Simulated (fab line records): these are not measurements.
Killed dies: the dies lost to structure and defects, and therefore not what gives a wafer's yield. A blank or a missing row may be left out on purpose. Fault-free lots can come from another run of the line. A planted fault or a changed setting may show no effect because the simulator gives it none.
Split-lot experiment | flow n5 finfet | 21 wafers read from 7 lots, route of 1938 steps

== ABOUT THE SPLIT ==
At N5_BEOL_M2_COAT_62 (time 60 s, resist thk 12 nm), the setting spin rpm was moved away from the recipe's 1500 rpm on 4 of the 21 wafers read, by -10.5% to +3.9%. For the rest of the wafers, this setting stayed at what the recipe calls for.

== FROM THE SPLIT TO THE READING: what the file shows between them, 5 steps ==
- N5_BEOL_M2_EXPOSE_08: exposes mask M2 (also split here: dose mj)
- N5_BEOL_M2_PEB_09: peb time 60 s
- N5_BEOL_M2_DEVELOP_10: develop time 30 s
- N5_BEOL_M2_DESCUM_16: chemistry O2, time 7 s
- N5_BEOL_M2_ETCH_74: etches underlayer in N2/H2, target depth 6.5 nm, time 5.2 s

== THE READING ==
etch.depth nm (the simulator's own value, which no gauge read), in nm, at N5_BEOL_M2_ETCH_63 (etches SiARC in CF4, target depth 15.6 nm, time 26 s). No usual value for it is given in the file. Average 12.01 nm, standard deviation 0.022 nm, over the 17 wafers here run with the recipe.

wafer  | tool, chamber at the split | spin rpm as run, rpm | against the recipe | etch.depth nm, nm | against lot-mates on the recipe
L075.2 | litho track-01, 0          | 1500                 | recipe             | 12.02             | -
L075.3 | litho track-01, 0          | 1343                 | -10.5%             | 12.72             | +0.71
L075.6 | litho track-01, 0          | 1500                 | recipe             | 12                | -
L077.1 | litho track-05, 0          | 1500                 | recipe             | 12.03             | -
L077.2 | litho track-05, 0          | 1500                 | recipe             | 12.02             | -
L077.5 | litho track-05, 0          | 1500                 | recipe             | 12.02             | -
L078.4 | litho track-02, 0          | 1500                 | recipe             | 11.97             | -
L078.5 | litho track-02, 0          | 1500                 | recipe             | 11.98             | -
L078.6 | litho track-02, 0          | 1500                 | recipe             | 11.99             | -
L081.1 | litho track-05, 0          | 1500                 | recipe             | 12.04             | -
L081.3 | litho track-05, 0          | 1500                 | recipe             | 12.05             | -
L081.5 | litho track-05, 0          | 1500                 | recipe             | 12.03             | -
L082.1 | litho track-01, 0          | 1558                 | +3.9%              | 11.81             | -0.22
L082.2 | litho track-01, 0          | 1500                 | recipe             | 12.03             | -
L082.5 | litho track-01, 0          | 1558                 | +3.9%              | 11.82             | -0.21
L090.2 | litho track-02, 0          | 1500                 | recipe             | 11.99             | -
L090.4 | litho track-02, 0          | 1353                 | -9.8%              | 12.66             | +0.66
L090.6 | litho track-02, 0          | 1500                 | recipe             | 12                | -
L093.4 | litho track-02, 0          | 1500                 | recipe             | 12.01             | -
L093.5 | litho track-02, 0          | 1500                 | recipe             | 12.03             | -
L093.6 | litho track-02, 0          | 1500                 | recipe             | 11.99             | -

FIT RESULTS
A straight line over all 21 wafers: etch.depth nm changes by -0.0645 nm for each +1% of spin rpm; r = -0.99; the points scatter about the line by 0.027 nm.
The same after taking each lot's own level away (the mean of its wafers on the recipe; 21 wafers): -0.066 nm for each +1%; r = -1.00; scatter 0.016 nm.
According to that fit, moving spin rpm by its largest amount changes the reading by 0.69 nm.
Across the lots, their own levels run from 11.980 to 12.040 nm, a range of 2.7 times the standard deviation given above.
The two slopes are in agreement: the lot-to-lot level therefore moves the slope only a little.
Check: for one of the wafers moved furthest among these (-10.5%), held out of the fit, the line's prediction against its lot-mates is +0.684 nm. Against them it came out at +0.71 nm.

== OTHER SPLITS APPLIED TO THESE WAFERS ==
Note: prior to the reading, these wafers also went through further splits. Each is held against what the fit with the lots' levels taken away leaves over:
other split on the same wafers         | wafers away from the commonest value | r with etch.depth nm (lot level and that fit taken away)
N5_MOL_CONTACT_COAG_COAT_34 spin rpm   | 9                                    | -0.29
N5_MOL_CONTACT_COAG_ALD_133 ald cycles | 12                                   | -0.08
N5_BEOL_M0_SAQP_EXPOSE_37 dose mj      | 8                                    | +0.11
N5_BEOL_M0_SAQP_CUT_ETCH_46 source w   | 9                                    | +0.02
N5_BEOL_M0_ETCH_128 source w           | 5                                    | -0.42
N5_BEOL_M0_ETCH_109 bias w             | 6                                    | +0.23
N5_BEOL_M1_ETCH_77 source w            | 4                                    | +0.20
N5_BEOL_M2_EXPOSE_08 dose mj           | 7                                    | -0.15

== THE WHOLE CHAIN: every reading that the file lists as answering this split, in the file's order ==
step               | what it does                                         | reading                                                                          | change (the file's fit)                | r (the file's)
N5_BEOL_M2_COAT_62 | time 60 s, resist thk 12 nm                          | SiARC_of_BEOL_M2_COAT_62.thk nm (the simulator's own value, which no gauge read) | -0.0681 nm for each +1% of the setting | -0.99
N5_BEOL_M2_ETCH_63 | etches SiARC in CF4, target depth 15.6 nm, time 26 s | etch rf on time s                                                                | withheld for each +1% of the setting   | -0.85
N5_BEOL_M2_ETCH_63 | etches SiARC in CF4, target depth 15.6 nm, time 26 s | etch.depth nm (the simulator's own value, which no gauge read)                   | -0.0671 nm for each +1% of the setting | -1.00

== FILE'S OWN FIT ==
etch.depth nm changes by -0.0671 nm for each +1% of spin rpm, r = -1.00.
